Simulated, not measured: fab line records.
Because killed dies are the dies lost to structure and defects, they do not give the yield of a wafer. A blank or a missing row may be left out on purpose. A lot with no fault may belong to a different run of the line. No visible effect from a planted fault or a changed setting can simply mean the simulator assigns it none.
fab line records	flow nandHarc
record lots=7	wafers=21	lastDay=34
route steps=1302 shown A_STAIRCASE@874 END@1302
lots with no fault: from the same line, run without faults
startH: hours from the record's first day to the start of the lot's first wafer shown	waitH: hours since the lot's step before	" repeats the value in the row above	L1.1+2: a row that stands for several wafers	- no value, or no start given	* or withheld: withheld	< > ~ a bound
route shown NAME@n: names a module that has steps shown in the file, with the first one's number in the route	usual: the fault-free wafers' mean and standard deviation	same: alike in all rows	chamber/n: place in a boat	sites: the reading at each site	_std_site: standard deviation of those values	_edge_site: mean of outer sites minus mean of inner sites	radiusMm: how far each site lies from the wafer's centre	mask NAME#n: copy n	behind: tool/chamber where the wafer was last shaped	hold: why the lot went on hold/how many hours it stayed there/how the hold came to an end	device: names the non-switching transistor (n, p or np)	end of line: tests run on the same wafers once the route is complete	where a step has no rows: the recipe by itself	killed: count of dies lost to structure and defects at first sort (not the wafer's yield)	map: per-die view of a wafer (x killed, . not killed, _ where there is no die)
set.NAME: the run value of the setting; set.NAME@STEP: its run value at that earlier step	model.NAME: the simulator's own value behind a step, which no gauge read
lots seen at some steps along the route; tables by step, rows by wafer
services: the hour from which a tool's chamber was out of use, counted from the record's first day as startH (under 0 if before that day), plus the number of hours and why
## steps
# step NHARC_A_STAIRCASE_PRECLEAN_448
# recipe timeS=*	tempC=50	bathAgeMin=0	chemistry=SC1
# step NHARC_A_STAIRCASE_SRD_449
# step NHARC_A_STAIRCASE_CMP_450
# recipe targetThkNm=200	material=SiO2
# usual edgeZonePressureFrac=1.000/0.0049	motorCurrentA=12.6/1.1
lot.wafer	tool	chamber	startH	waitH	edgeZonePressureFrac	motorCurrentA
L612.3	cmp-03	2	449.43	-	1.005	11.9
L612.4	"	3	"	"	1.005	12.2
L612.2	"	0	"	"	0.993	12.6
L618.4	cmp-01	2	524.45	-	1.006	11.2
L618.1	"	3	"	"	0.993	14.6
L618.6	"	0	"	"	0.999	11.7
L622.3	cmp-01	1	538.71	-	1.004	12.8
L622.2	"	2	"	"	0.996	11.5
L622.6	"	0	"	"	0.994	11.9
L619.3	cmp-04	1	538.80	-	1.006	13.0
L619.6	"	2	"	"	0.984	13.1
L619.5	"	3	"	"	0.997	13.2
L626.2	cmp-04	0	587.91	-	1.002	10.6
L626.1	"	1	"	"	1.003	13.1
L626.6	"	2	"	"	1.000	12.2
L632.2	cmp-04	1	665.10	-	1.002	13.3
L632.3	"	2	"	"	0.990	12.7
L632.1	"	3	"	"	0.992	12.8
L633.3	cmp-03	2	683.92	-	1.008	12.2
L633.5	"	1	"	"	1.001	14.5
L633.6	"	2	"	"	0.999	11.5
# step NHARC_A_STAIRCASE_CMP_152
# usual edgeZonePressureFrac=1.000/0.0046	motorCurrentA=12.6/1.1
lot.wafer	tool	chamber	startH	waitH	edgeZonePressureFrac	motorCurrentA
L612.3	cmp-03	2	449.51	0.1	1.000	11.4
L612.4	"	3	"	"	1.000	11.6
L612.2	"	0	"	"	0.999	13.3
L618.4	cmp-01	2	524.52	0.1	1.007	11.1
L618.1	"	3	"	"	1.003	15.1
L618.6	"	0	"	"	0.993	12.5
L622.3	cmp-01	1	538.79	0.1	1.005	13.0
L622.2	"	2	"	"	0.999	11.2
L622.6	"	0	"	"	1.009	11.7
L619.3	cmp-04	1	538.87	0.1	1.004	12.9
L619.6	"	2	"	"	0.997	13.1
L619.5	"	3	"	"	0.997	12.9
L626.2	cmp-04	0	587.98	0.1	0.998	10.9
L626.1	"	1	"	"	0.998	13.6
L626.6	"	2	"	"	0.999	12.8
L632.2	cmp-04	1	665.18	0.1	1.003	13.0
L632.3	"	2	"	"	1.009	12.7
L632.1	"	3	"	"	0.996	13.4
L633.3	cmp-03	2	683.99	0.1	1.001	11.7
L633.5	"	1	"	"	0.989	13.8
L633.6	"	2	"	"	1.007	11.9
# step NHARC_A_STAIRCASE_SRD_154
# step NHARC_A_STAIRCASE_ETCH_403
# recipe targetDepthA=1082	chemistry=dHF	material=SiO2
# step NHARC_A_STAIRCASE_ETCHBACK_422
# recipe targetDepthA=400	overEtchFrac=0.3	timeS=74.286	ionEnergyEv=120	ch3fFlowSccm=50	o2FlowSccm=30	arFlowSccm=200	rfW=500	biasW=100	chemistry=CH3F/O2
# usual biasW=100.0/0.32	chamberPressureMTorr=25.004/0.023	drypumpMotorCurrentA=5.9/0.44	oesProductAu=0.97/0.038	rfVppV=244.3/1.7	showerheadPlenumPTorr=2.46/0.11	throttleValvePct=20.662/0.0093
lot.wafer	tool	chamber	startH	waitH	biasW	chamberPressureMTorr	drypumpMotorCurrentA	oesProductAu	rfHoursCounterH	rfVppV	showerheadPlenumPTorr	throttleValvePct
L612.2	rieDiel-10	2	449.98	0.1	99.4	25.003	6.4	1.01	6	243.5	2.36	20.654
L612.3	"	3	"	"	99.9	24.994	5.3	1.02	6	243.9	2.48	20.653
L612.4	"	2	"	"	99.9	25.024	6.3	1.00	-	242.6	2.36	20.649
L618.4	rieDiel-10	2	524.96	0.1	100.7	25.047	6.4	0.93	31	242.7	2.35	20.643
L618.1	"	3	"	"	99.7	25.011	5.3	0.94	31	246.3	2.47	20.662
L618.6	"	3	"	"	100.1	24.995	5.4	0.93	-	245.7	2.47	20.676
L622.2	rieDiel-10	0	539.39	0.3	100.2	25.027	5.9	1.01	21	244.2	2.45	20.679
L622.3	"	2	"	"	99.6	24.995	6.3	1.00	39	241.9	2.34	20.651
L622.6	"	3	"	"	100.3	25.025	5.3	1.00	-	244.8	2.46	20.663
L619.3	rieDiel-03	1	539.42	0.3	99.6	25.001	5.2	1.00	27	247.9	2.63	20.660
L619.5	"	2	"	"	100.2	24.969	6.9	1.02	-	244.4	2.50	20.648
L619.6	"	3	"	"	99.6	24.973	6.0	1.01	-	243.5	2.52	20.675
L626.2	rieDiel-03	3	588.42	0.1	100.4	25.026	6.0	0.93	40	246.5	2.51	20.676
L626.1	"	2	"	"	100.2	24.992	6.8	0.91	33	244.5	2.50	20.668
L626.6	"	3	"	"	99.9	24.995	6.0	0.93	-	245.6	2.51	20.669
L632.1	rieDiel-10	2	665.70	0.2	99.8	24.994	6.3	0.93	25	242.8	2.33	20.657
L632.3	"	3	"	"	99.8	24.982	5.3	0.93	21	245.5	2.44	20.663
L632.2	"	1	"	"	99.7	25.039	5.8	0.93	22	244.9	2.58	20.665
L633.3	rieDiel-04	2	684.50	0.2	99.8	25.038	6.0	0.92	45	242.7	2.31	20.676
L633.6	"	3	"	"	100.1	25.020	5.7	0.93	-	241.6	2.28	20.648
L633.5	"	0	"	"	99.8	24.973	5.4	0.93	-	243.4	2.37	20.669
# step NHARC_A_STAIRCASE_ETCH_423
# recipe targetDepthA=300	chemistry=dHF	material=SiO2
# step NHARC_A_STAIRCASE_ETCHBACK_157
# recipe targetDepthA=900	overEtchFrac=0.3	timeS=167.14	ionEnergyEv=120	ch3fFlowSccm=50	o2FlowSccm=30	arFlowSccm=200	rfW=500	biasW=100	chemistry=CH3F/O2
# usual biasW=100.0/0.31	chamberPressureMTorr=25.003/0.024	drypumpMotorCurrentA=5.9/0.45	oesProductAu=0.97/0.034	rfVppV=244.5/1.7	showerheadPlenumPTorr=2.47/0.11	throttleValvePct=20.663/0.0089
lot.wafer	tool	chamber	startH	waitH	biasW	chamberPressureMTorr	drypumpMotorCurrentA	oesProductAu	rfHoursCounterH	rfVppV	showerheadPlenumPTorr	throttleValvePct
L612.2	rieDiel-10	3	450.36	0.1	99.7	24.986	5.4	1.01	6	244.2	2.48	20.668
L612.3	"	2	"	"	100.2	25.033	6.3	1.01	6	242.7	2.36	20.679
L612.4	"	3	"	"	99.7	24.975	5.4	1.01	-	245.7	2.48	20.655
L618.4	rieDiel-10	2	525.35	0.2	100.1	25.006	6.3	0.98	31	242.3	2.35	20.658
L618.1	"	0	"	"	99.8	25.001	5.9	1.01	17	245.2	2.46	20.675
L618.6	"	2	"	"	99.8	25.002	6.3	0.99	-	243.4	2.35	20.654
L622.2	rieDiel-03	2	539.76	0.1	100.2	24.994	6.9	0.93	21	245.7	2.50	20.674
L622.3	"	3	"	"	100.4	25.033	6.1	0.92	28	245.0	2.52	20.666
L622.6	"	1	"	"	99.9	25.015	5.2	0.92	-	246.6	2.63	20.664
L619.3	rieDiel-10	2	539.80	0.2	100.1	24.986	6.3	0.92	40	242.4	2.34	20.664
L619.6	"	3	"	"	99.8	25.023	5.3	0.92	-	244.3	2.46	20.670
L619.5	"	0	"	"	99.4	25.025	5.9	0.94	-	246.0	2.45	20.665
L626.2	rieDiel-04	2	588.82	0.2	100.0	24.942	6.0	0.98	16	242.6	2.32	20.662
L626.1	"	3	"	"	99.6	25.018	5.7	0.98	13	241.6	2.29	20.666
L626.6	"	0	"	"	100.2	25.003	5.4	1.00	-	244.3	2.38	20.660
L632.2	rieDiel-03	0	666.06	0.1	100.7	25.031	6.1	1.00	3	245.8	2.61	20.665
L632.3	"	2	"	"	99.7	25.027	6.9	1.02	5	244.8	2.49	20.651
L632.1	"	3	"	"	100.2	24.985	6.0	1.02	4	244.8	2.50	20.648
L633.3	rieDiel-10	2	684.88	0.2	100.0	25.024	6.4	0.94	31	241.9	2.32	20.670
L633.6	"	3	"	"	99.7	25.010	5.3	0.93	-	244.6	2.44	20.683
L633.5	"	0	"	"	99.5	25.008	5.9	0.93	-	244.7	2.43	20.655
# step NHARC_A_STAIRCASE_STRIP_475
# recipe timeS=20	o2FlowSccm=500	arFlowSccm=0	biasW=0	chemistry=O2
# step NHARC_A_STAIRCASE_DEP_471
# recipe targetThkA=1000	tempC=400	pressureTorr=6.5	rfW=900	teosFlowSccm=161.4	flowSccm=2650	targetThkNm=100	gas=O2	material=SiO2
# usual heaterPowerW=559/96	throttleValvePct=16.0/0.36
lot.wafer	tool	chamber	startH	waitH	heaterPowerW	throttleValvePct
L612.2	pecvd-02	1	450.80	-	611	15.3
L612.3	"	2	"	"	421	16.2
L612.4	"	0	"	"	711	15.6
L618.1	pecvd-04	1	525.70	-	565	16.2
L618.6	"	1	"	"	590	16.5
L618.4	"	0	"	"	699	16.0
L622.3	pecvd-01	2	540.02	-	379	15.8
L622.2	"	1	"	"	575	16.1
L622.6	"	2	"	"	378	16.1
L619.3	pecvd-04	1	540.12	-	645	16.5
L619.5	"	0	"	"	657	15.9
L619.6	"	2	"	"	699	16.1
L626.1	pecvd-01	1	589.21	-	446	16.2
L626.2	"	2	"	"	443	16.3
L626.6	"	2	"	"	465	16.1
L632.3	pecvd-04	2	666.36	-	558	15.7
L632.1	"	0	"	"	590	15.8
L632.2	"	1	"	"	632	16.1
L633.3	pecvd-02	2	685.16	-	451	16.7
L633.5	"	0	"	"	697	15.5
L633.6	"	2	"	"	454	16.6
# step NHARC_A_STAIRCASE_CMP_472
# recipe material=SiO2
# usual edgeZonePressureFrac=1.001/0.0052	motorCurrentA=12.5/1.2
lot.wafer	tool	chamber	startH	waitH	edgeZonePressureFrac	motorCurrentA
L612.4	cmp-04	1	451.07	0.2	1.003	12.8
L612.3	"	2	"	"	0.996	12.6
L612.2	"	3	"	"	1.000	13.0
L618.1	cmp-04	1	526.00	0.3	-	-
L618.4	"	2	"	"	-	-
L618.6	"	1	"	"	-	-
L622.2	cmp-04	3	540.29	0.2	-	-
L622.3	"	2	"	"	-	-
L622.6	"	3	"	"	-	-
L619.3	cmp-03	0	540.44	0.3	-	-
L619.5	"	1	"	"	-	-
L619.6	"	2	"	"	-	-
L626.2	cmp-04	1	589.51	0.2	0.999	12.8
L626.1	"	2	"	"	1.006	12.4
L626.6	"	3	"	"	1.012	12.6
L632.1	cmp-01	2	666.63	0.2	1.004	10.6
L632.2	"	0	"	"	0.999	11.6
L632.3	"	1	"	"	1.001	12.4
L633.3	cmp-03	3	685.43	0.2	0.998	11.1
L633.6	"	1	"	"	0.994	13.8
L633.5	"	2	"	"	0.993	11.4
# step NHARC_END_SORT_01
# recipe tempC=25
# usual killedAtArray=63/18	killedAtOther=1.1/1.3	killedAtPeriphery=4.3/2.8	killedDies=68/18	killedOpen=3.3/2	killedShort=2.4/1.6
# same grossDies=677
lot.wafer	tool	chamber	startH	waitH	killedAtArray	killedAtOther	killedAtPeriphery	killedDies	killedOpen	killedShort
L619.3	prober-01	0	730.56	3.1	670	2	5	677	3	6
L619.5	prober-01	0	732.14	3.7	669	1	7	677	4	0
L619.6	prober-01	0	732.93	4.0	670	0	7	677	2	5
L618.1	prober-01	0	736.74	2.5	674	0	3	677	6	2
L618.4	prober-01	0	739.15	3.4	671	2	4	677	4	4
L618.6	prober-01	0	740.76	4.0	668	3	6	677	8	2
L622.2	prober-02	0	737.67	2.8	671	3	3	677	3	3
L622.3	prober-02	0	738.48	3.1	674	1	2	677	4	1
L622.6	prober-02	0	740.91	4.1	670	1	6	677	4	2
# killed by level:class
L619.3 A_STAIRCASE:areaCmp=646 A_CHANNEL_HOLE_D1:chamberFilmFlake=5 P_BONDPAD:chamberFilmFlake=3 A_STAIRCASE:chamberFilmFlake=3 A_DECK1_JOINT:geometricParticle:short=2 A_WL_FILL:geometricParticle:short=2 A_DECK1_JOINT:chamberFilmFlake=2 A_CHANNEL_HOLE_D2:unspecified=2
L619.5 A_STAIRCASE:areaCmp=657 P_BONDPAD:chamberFilmFlake=5 A_SLIT:chamberFilmFlake=3 A_M0:geometricParticle:open=2 P_GATE:chamberFilmFlake=2 A_STAIRCASE:chamberFilmFlake=2 A_CHANNEL_FILL_D1:geometricParticle:open=1 A_ONON_D2:geometricParticle:open=1
L619.6 A_STAIRCASE:areaCmp=653 A_WL_FILL:geometricParticle:short=3 P_GATE:chamberFilmFlake=3 P_BONDPAD:chamberFilmFlake=3 A_CHANNEL_HOLE_D1:chamberFilmFlake=3 A_STAIRCASE:chamberFilmFlake=2 A_CONTACT:chamberFilmFlake=2 P_CONTACT:geometricParticle:open=1
L618.1 A_STAIRCASE:areaCmp=611 A_CHANNEL_HOLE_D1:chamberFilmFlake=34 A_CHANNEL_HOLE_D2:chamberFilmFlake=12 A_CONTACT:chamberFilmFlake=5 A_M0:chamberFilmFlake=3 A_ONON_D2:geometricParticle:open=2 P_GATE:geometricParticle:open=1 P_CONTACT:geometricParticle:short=1
L622.2 A_STAIRCASE:areaCmp=620 A_SLIT:chamberFilmFlake=19 A_CONTACT:chamberFilmFlake=12 A_CHANNEL_HOLE_D2:chamberFilmFlake=8 A_WL_FILL:chamberFilmFlake=4 P_M2:chamberFilmFlake=2 A_CHANNEL_HOLE_D1:chamberFilmFlake=2 THIN_TSV:chamberFilmFlake=2
L622.3 A_STAIRCASE:areaCmp=627 A_SLIT:chamberFilmFlake=26 A_CHANNEL_HOLE_D2:chamberFilmFlake=5 A_CONTACT:chamberFilmFlake=4 A_CHANNEL_HOLE_D1:chamberFilmFlake=2 A_STAIRCASE:chamberFilmFlake=2 A_WL_FILL:chamberFilmFlake=2 A_ONON_D1:geometricParticle:short=1
L618.4 A_STAIRCASE:areaCmp=609 A_CHANNEL_HOLE_D1:chamberFilmFlake=30 A_CHANNEL_HOLE_D2:chamberFilmFlake=11 A_CONTACT:chamberFilmFlake=6 A_STAIRCASE:chamberFilmFlake=3 A_CHANNEL_FILL_D1:chamberFilmFlake=2 A_SLIT:chamberFilmFlake=2 THIN_TSV:chamberFilmFlake=2
L618.6 A_STAIRCASE:areaCmp=610 A_CHANNEL_HOLE_D1:chamberFilmFlake=31 A_CHANNEL_HOLE_D2:chamberFilmFlake=10 A_STAIRCASE:chamberFilmFlake=4 A_CONTACT:chamberFilmFlake=4 THIN_TSV:chamberFilmFlake=3 P_CONTACT:geometricParticle:open=2 P_M0:geometricParticle:open=2
L622.6 A_STAIRCASE:areaCmp=618 A_SLIT:chamberFilmFlake=24 A_CONTACT:chamberFilmFlake=9 A_CHANNEL_HOLE_D2:chamberFilmFlake=7 A_STAIRCASE:chamberFilmFlake=4 A_WL_FILL:chamberFilmFlake=3 P_M2:chamberFilmFlake=2 P_M0:geometricParticle:open=1
# map L618.1 (x killed, . not)
____________x____________
_________xxxxxxx_________
_______xxxxxxxxxxx_______
______xxxxxxxxxxxxx______
_____xxxxxxxxxxxxxxx_____
____xxxxxxxxxxxxxxxxx____
____xxxxxxxxxxxxxxxxx____
___xxxxxxxxxxxxxxxxxxx___
___xxxxxxxxxxxxxxxxxxx___
__xxxxxxxxxxxxxxxxxxxxx__
__xxxxxxxxxxxxxxxxxxxxx__
_xxxxxxxxxxxxxxxxxxxxxxx_
_xxxxxxxxxxxxxxxxxxxxxxx_
_xxxxxxxxxxxxxxxxxxxxxxx_
_xxxxxxxxxxxxxxxxxxxxxxx_
_xxxxxxxxxxxxxxxxxxxxxxx_
xxxxxxxxxxxxxxxxxxxxxxxxx
xxxxxxxxxxxxxxxxxxxxxxxxx
xxxxxxxxxxxxxxxxxxxxxxxxx
xxxxxxxxxxxxxxxxxxxxxxxxx
xxxxxxxxxxxxxxxxxxxxxxxxx
_xxxxxxxxxxxxxxxxxxxxxxx_
_xxxxxxxxxxxxxxxxxxxxxxx_
_xxxxxxxxxxxxxxxxxxxxxxx_
_xxxxxxxxxxxxxxxxxxxxxxx_
_xxxxxxxxxxxxxxxxxxxxxxx_
__xxxxxxxxxxxxxxxxxxxxx__
__xxxxxxxxxxxxxxxxxxxxx__
___xxxxxxxxxxxxxxxxxxx___
___xxxxxxxxxxxxxxxxxxx___
____xxxxxxxxxxxxxxxxx____
____xxxxxxxxxxxxxxxxx____
_____xxxxxxxxxxxxxxx_____
______xxxxxxxxxxxxx______
_______xxxxxxxxxxx_______
_________xxxxxxx_________
____________x____________
# map L619.3 (x killed, . not)
____________x____________
_________xxxxxxx_________
_______xxxxxxxxxxx_______
______xxxxxxxxxxxxx______
_____xxxxxxxxxxxxxxx_____
____xxxxxxxxxxxxxxxxx____
____xxxxxxxxxxxxxxxxx____
___xxxxxxxxxxxxxxxxxxx___
___xxxxxxxxxxxxxxxxxxx___
__xxxxxxxxxxxxxxxxxxxxx__
__xxxxxxxxxxxxxxxxxxxxx__
_xxxxxxxxxxxxxxxxxxxxxxx_
_xxxxxxxxxxxxxxxxxxxxxxx_
_xxxxxxxxxxxxxxxxxxxxxxx_
_xxxxxxxxxxxxxxxxxxxxxxx_
_xxxxxxxxxxxxxxxxxxxxxxx_
xxxxxxxxxxxxxxxxxxxxxxxxx
xxxxxxxxxxxxxxxxxxxxxxxxx
xxxxxxxxxxxxxxxxxxxxxxxxx
xxxxxxxxxxxxxxxxxxxxxxxxx
xxxxxxxxxxxxxxxxxxxxxxxxx
_xxxxxxxxxxxxxxxxxxxxxxx_
_xxxxxxxxxxxxxxxxxxxxxxx_
_xxxxxxxxxxxxxxxxxxxxxxx_
_xxxxxxxxxxxxxxxxxxxxxxx_
_xxxxxxxxxxxxxxxxxxxxxxx_
__xxxxxxxxxxxxxxxxxxxxx__
__xxxxxxxxxxxxxxxxxxxxx__
___xxxxxxxxxxxxxxxxxxx___
___xxxxxxxxxxxxxxxxxxx___
____xxxxxxxxxxxxxxxxx____
____xxxxxxxxxxxxxxxxx____
_____xxxxxxxxxxxxxxx_____
______xxxxxxxxxxxxx______
_______xxxxxxxxxxx_______
_________xxxxxxx_________
____________x____________
## services
tool	chamber	startH	hours	kind
cmp-03	-	443.04	0.3	repair
cmp-01	-	450.73	1.7	repair
cmp-03	-	456.09	4.0	pm
rieDiel-03	-	460.74	9.0	pm
rieDiel-03	0	475.38	9.6	repair
cmp-01	-	480.72	4.0	pm
rieDiel-03	2	490.23	16.0	repair
cmp-01	-	496.25	3.0	repair
cmp-04	-	503.09	4.0	pm
cmp-03	-	535.84	1.6	repair
cmp-01	-	539.44	1.9	repair
cmp-03	-	554.09	4.0	pm
cmp-01	-	559.34	4.6	repair
cmp-01	-	578.72	4.0	pm
rieDiel-10	-	598.20	9.0	pm
cmp-04	-	601.09	4.0	pm
cmp-03	-	603.47	2.5	repair
rieDiel-10	3	627.91	2.3	repair
cmp-04	-	635.42	1.4	repair
cmp-01	-	637.46	2.6	repair
rieDiel-03	-	637.87	9.0	pm
cmp-03	-	652.09	4.0	pm
rieDiel-03	0	660.94	4.6	repair
cmp-01	-	676.72	4.0	pm
## key
firstSign step=NHARC_A_STAIRCASE_CMP_472	reading=toolRecord	direction=missing
effect step=NHARC_END_SORT_01	reading=killedAtArray	direction=up	sigmas=34	usual=63	struck=671
moreKillsBornAt NHARC_A_STAIRCASE_CMP_472@cmp-04=3695	NHARC_A_STAIRCASE_CMP_472@cmp-03=1956
metAt NHARC_A_STAIRCASE_CMP_472
struckWafers L618.1,L618.4,L618.6,L619.3,L619.5,L619.6,L622.2,L622.3,L622.6
laterRowsLeftOut L618.1,L618.4,L618.6,L619.3,L619.5,L619.6,L622.2,L622.3,L622.6
testerLeftOut L618,L619,L622
onsetBetween 451.07 526.00
fault kind=skippedStepWhole	tool=cmp-03,cmp-04	chamber=-	onsetH=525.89	steps=NHARC_A_STAIRCASE_CMP_472	scope=struckLotsOnly
# testerLeftOut: of these lots the tester's yield and bins aren't shown, on N5 and GAA mostly nor the transistor test; their killed dies are dies lost to structure and defects alone, not to doping, threshold or leakage, so they don't give the yield
# laterRowsLeftOut: the simulator's readings of these wafers behind a module that went badly wrong aren't trusted and aren't shown, but for the sort
